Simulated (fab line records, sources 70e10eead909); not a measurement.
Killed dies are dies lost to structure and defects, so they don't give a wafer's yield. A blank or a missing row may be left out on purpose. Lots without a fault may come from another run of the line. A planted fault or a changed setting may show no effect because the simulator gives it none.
fab line records | flow nand_harc
record lots=5 wafers=15 last_day=33
route steps=1302 shown A_ONON_D1@428 END@1302
lots that met no fault: from a run of the same line without faults
start_h: hours from the record's first day to the start of the lot's first wafer shown | wait_h: hours since the lot's step before | " the same as in the row above | L1.1+2: a row that stands for several wafers | - no value, or no start given | * or withheld: withheld | < > ~ a bound
route shown NAME@n: a module of which the file shows steps, and the number in the route of the first | usual: mean/standard deviation of fault-free wafers | same: alike in all rows | chamber/n: place in a boat | sites: the reading at each site | _std_site: their standard deviation | _edge_site: outer sites' mean less inner sites' | radius_mm: how far each site lies from the wafer's centre | mask NAME#n: copy n | behind: the tool/chamber that last shaped the wafer | hold: why the lot was held/for how many hours/how that ended | device: the transistor (n, p or np) that didn't switch | end of line: the same wafers' tests at the end of the route | a step without rows: its recipe alone | killed: dies lost to structure and defects at the first sort, not the wafer's yield | map: a wafer's dies, x killed, . not, _ none there
set.NAME: the setting as run; set.NAME@STEP: as run at that earlier step | model.NAME: the simulator's own value behind a step, which no gauge read
lots at some steps of the route; a table a step, a row a wafer
services: from which hour (start_h, from the record's first day; less than 0 if before it) a tool's chamber was out of use, for how many hours, and why
## steps
# step NHARC_A_ONON_D1_DEP_06
# recipe target_thk_a=10000 n2_flow_sccm=2750 n2o_flow_sccm=2000 nh3_flow_sccm=500 sih4_flow_sccm=210 temp_c=400
# step NHARC_A_ONON_D1_THK_MEAS_08
# recipe thk_meas_gauge=ellipsometry
# usual thk_nm=1002/12
# columns lot.wafer tool chamber start_h wait_h thk_nm
L515.2 film_metro-01 - 173.49 - 1018
L515.4 " - " " 1018
L515.5 " - " " 1016
L518.3 film_metro-01 - 207.66 - 978
L518.4 " - " " 980
L518.6 " - " " 979
L530.3 film_metro-02 - 328.82 - 989
L530.4 " - " " 986
L530.5 " - " " 987
L533.2 film_metro-01 - 357.66 - 1006
L533.3 " - " " 1004
L533.4 " - " " 1006
L536.3 film_metro-01 - 375.85 - 1006
L536.4 " - " " 1006
L536.5 " - " " 1008
# step NHARC_A_ONON_D1_DEP_09
# recipe target_thk_a=10000 n2_flow_sccm=2750 n2o_flow_sccm=2000 nh3_flow_sccm=500 sih4_flow_sccm=210 temp_c=400
# step NHARC_A_ONON_D1_THK_MEAS_11
# recipe thk_meas_gauge=ellipsometry
# usual thk_nm=998/9.2
# columns lot.wafer tool chamber start_h wait_h thk_nm
L515.2 film_metro-01 - 174.06 - 993
L515.4 " - " " 994
L515.5 " - " " 992
L518.3 film_metro-02 - 208.23 - 993
L518.4 " - " " 993
L518.6 " - " " 994
L530.3 film_metro-02 - 329.39 - 994
L530.4 " - " " 996
L530.5 " - " " 994
L533.2 film_metro-02 - 358.23 - 1005
L533.3 " - " " 1004
L533.4 " - " " 1004
L536.3 film_metro-01 - 376.41 - 989
L536.4 " - " " 989
L536.5 " - " " 990
# step NHARC_A_ONON_D1_DEP_12
# recipe target_thk_a=10000 n2_flow_sccm=2750 n2o_flow_sccm=2000 nh3_flow_sccm=500 sih4_flow_sccm=210 temp_c=400
# step NHARC_A_ONON_D1_THK_MEAS_14
# recipe thk_meas_gauge=ellipsometry
# usual thk_nm=998/8.2
# columns lot.wafer tool chamber start_h wait_h thk_nm
L515.2 film_metro-01 - 174.63 - 995
L515.4 " - " " 995
L515.5 " - " " 996
L518.3 film_metro-01 - 208.80 - 1001
L518.4 " - " " 1002
L518.6 " - " " 1001
L530.3 film_metro-01 - 329.96 - 1011
L530.4 " - " " 1010
L530.5 " - " " 1011
L533.2 film_metro-01 - 358.79 - 1012
L533.3 " - " " 1011
L533.4 " - " " 1011
L536.3 film_metro-01 - 376.98 - 996
L536.4 " - " " 998
L536.5 " - " " 997
# step NHARC_A_ONON_D1_ANNEAL_15
# recipe temp_c=750 time_s=3600
# step NHARC_A_ONON_D1_DEP_16
# recipe target_thk_a=10000 n2_flow_sccm=2750 n2o_flow_sccm=2000 nh3_flow_sccm=500 sih4_flow_sccm=210 temp_c=400
# step NHARC_A_ONON_D1_THK_MEAS_18
# recipe thk_meas_gauge=ellipsometry
# usual thk_nm=1000/9
# columns lot.wafer tool chamber start_h wait_h thk_nm
L515.2 film_metro-01 - 182.68 - 1004
L515.4 " - " " 1006
L515.5 " - " " 1006
L518.3 film_metro-02 - 217.02 - 995
L518.4 " - " " 994
L518.6 " - " " 996
L530.3 film_metro-01 - 338.59 - 991
L530.4 " - " " 989
L530.5 " - " " 992
L533.2 film_metro-02 - 369.67 - 996
L533.3 " - " " 997
L533.4 " - " " 996
L536.3 film_metro-01 - 384.54 - 1012
L536.4 " - " " 1010
L536.5 " - " " 1012
# step NHARC_A_ONON_D1_DEP_19
# recipe target_thk_a=10000 n2_flow_sccm=2750 n2o_flow_sccm=2000 nh3_flow_sccm=500 sih4_flow_sccm=210 temp_c=400
# step NHARC_A_ONON_D1_THK_MEAS_21
# recipe thk_meas_gauge=ellipsometry
# usual thk_nm=999/9.9
# columns lot.wafer tool chamber start_h wait_h thk_nm
L515.2 film_metro-01 - 183.24 - 996
L515.4 " - " " 996
L515.5 " - " " 995
L518.3 film_metro-02 - 217.59 - 1005
L518.4 " - " " 1006
L518.6 " - " " 1007
L530.3 film_metro-01 - 339.15 - 987
L530.4 " - " " 988
L530.5 " - " " 988
L533.2 film_metro-01 - 370.23 - 988
L533.3 " - " " 985
L533.4 " - " " 986
L536.3 film_metro-01 - 385.10 - 984
L536.4 " - " " 986
L536.5 " - " " 986
# step NHARC_A_ONON_D1_DEP_22
# recipe target_thk_a=10000 n2_flow_sccm=2750 n2o_flow_sccm=2000 nh3_flow_sccm=500 sih4_flow_sccm=210 temp_c=400
# columns lot.wafer tool chamber start_h wait_h
L515.2+4+5 pecvd_onon-04 0 183.36 0.1
L518.3+4+6 pecvd_onon-01 0 217.76 0.2
L530.3+4+5 pecvd_onon-01 0 339.32 0.2
L533.2+3+4 pecvd_onon-04 0 370.35 0.1
L536.3+4+5 pecvd_onon-03 0 385.27 0.2
# step NHARC_A_ONON_D1_THK_MEAS_24
# recipe thk_meas_gauge=ellipsometry
# usual thk_nm=1001/9
# columns lot.wafer tool chamber start_h wait_h thk_nm
L515.2 film_metro-02 - 183.81 - 991
L515.4 " - " " 989
L515.5 " - " " 991
L518.3 film_metro-02 - 218.16 - 998
L518.4 " - " " 998
L518.6 " - " " 997
L530.3 film_metro-02 - 339.72 - 997
L530.4 " - " " 999
L530.5 " - " " 1080
L533.2 film_metro-01 - 370.80 - 988
L533.3 " - " " 988
L533.4 " - " " 986
L536.3 film_metro-01 - 385.66 - 1012
L536.4 " - " " 1013
L536.5 " - " " 1010
# step NHARC_A_ONON_D1_DEP_25
# recipe target_thk_a=10000 n2_flow_sccm=2750 n2o_flow_sccm=2000 nh3_flow_sccm=500 sih4_flow_sccm=210 temp_c=400
# step NHARC_END_SORT_01
# recipe temp_c=25
# usual killed_at_array=65/19 killed_at_other=0.9/1.1 killed_at_periphery=3.5/2.3 killed_dies=69/19 killed_open=3.2/1.8 killed_short=2.4/1.5
# same gross_dies=677
# columns lot.wafer tool chamber start_h wait_h killed_at_array killed_at_other killed_at_periphery killed_dies killed_open killed_short
L530.5 prober-01 0 725.80 3.7 665 1 11 677 1 3
# killed by level:class
L530.5 A_ONON_D1:area_dep=574 A_SLIT:chamber_film_flake=36 A_CHANNEL_HOLE_D1:chamber_film_flake=33 A_CHANNEL_HOLE_D2:chamber_film_flake=17 P_BONDPAD:chamber_film_flake=5 P_GATE:chamber_film_flake=2 A_CONTACT:chamber_film_flake=2 P_GATE:geometric_particle:short=1
# map L530.5 (x killed, . not)
____________x____________
_________xxxxxxx_________
_______xxxxxxxxxxx_______
______xxxxxxxxxxxxx______
_____xxxxxxxxxxxxxxx_____
____xxxxxxxxxxxxxxxxx____
____xxxxxxxxxxxxxxxxx____
___xxxxxxxxxxxxxxxxxxx___
___xxxxxxxxxxxxxxxxxxx___
__xxxxxxxxxxxxxxxxxxxxx__
__xxxxxxxxxxxxxxxxxxxxx__
_xxxxxxxxxxxxxxxxxxxxxxx_
_xxxxxxxxxxxxxxxxxxxxxxx_
_xxxxxxxxxxxxxxxxxxxxxxx_
_xxxxxxxxxxxxxxxxxxxxxxx_
_xxxxxxxxxxxxxxxxxxxxxxx_
xxxxxxxxxxxxxxxxxxxxxxxxx
xxxxxxxxxxxxxxxxxxxxxxxxx
xxxxxxxxxxxxxxxxxxxxxxxxx
xxxxxxxxxxxxxxxxxxxxxxxxx
xxxxxxxxxxxxxxxxxxxxxxxxx
_xxxxxxxxxxxxxxxxxxxxxxx_
_xxxxxxxxxxxxxxxxxxxxxxx_
_xxxxxxxxxxxxxxxxxxxxxxx_
_xxxxxxxxxxxxxxxxxxxxxxx_
_xxxxxxxxxxxxxxxxxxxxxxx_
__xxxxxxxxxxxxxxxxxxxxx__
__xxxxxxxxxxxxxxxxxxxxx__
___xxxxxxxxxxxxxxxxxxx___
___xxxxxxxxxxxxxxxxxxx___
____xxxxxxxxxxxxxxxxx____
____xxxxxxxxxxxxxxxxx____
_____xxxxxxxxxxxxxxx_____
______xxxxxxxxxxxxx______
_______xxxxxxxxxxx_______
_________xxxxxxx_________
____________x____________
# map L518.6 (x killed, . not)
____________.____________
_________......._________
_______..........._______
______....x........______
_____..............._____
____.................____
____.................____
___...................___
___..............x....___
__x........x..x........__
__.....x..........x....__
_..................x...._
_......................._
_....x.................._
_......................._
_x......................_
.x...x...................
...x........x...x........
......x.xx....x..........
x......x.xxx.............
......xxxx...............
_....xxxxxx.....x.....x._
_x.xx.xxxx..x..........._
_....xxxxxxx............_
_....xxxxx.............._
_.....xxxxx............._
__..x.xxxx.............__
__...xx.xx.............__
___........x...x......___
___....x..............___
____...xx............____
____....x............____
_____.x............._____
______.............______
_______..........._______
_________....x.x_________
____________.____________
## services
# columns tool chamber start_h hours kind
pecvd_onon-03 - 227.29 13.0 pm
pecvd_onon-01 - 269.45 13.0 pm
pecvd_onon-04 - 311.45 13.0 pm
## key
first_sign step=NHARC_A_ONON_D1_THK_MEAS_24 reading=thk_nm direction=up sigmas=8.7 usual=1001 struck=1080
effect step=NHARC_END_SORT_01 reading=killed_dies direction=up sigmas=31 usual=69 struck=677
more_kills_born_at NHARC_A_ONON_D1_DEP_22@pecvd_onon-01=574
met_at NHARC_A_ONON_D1_DEP_22
struck_wafers L530.5
later_rows_left_out L530.5
tester_left_out L530
onset_between 217.76 339.32
fault kind=process_parameter_drift tool=pecvd_onon-01 chamber=- onset_h=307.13 steps=NHARC_A_ONON_D1_DEP_22 channel=target_thk_a offset=* shape=step end_h=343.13 scope=struck_wafers_only acts_in=* stated=*
# tester_left_out: of these lots the tester's yield and bins aren't shown, on N5 and GAA mostly nor the transistor test; their killed dies are dies lost to structure and defects alone, not to doping, threshold or leakage, so they don't give the yield
# later_rows_left_out: the simulator's readings of these wafers behind a module that went badly wrong aren't trusted and aren't shown, but for the sort
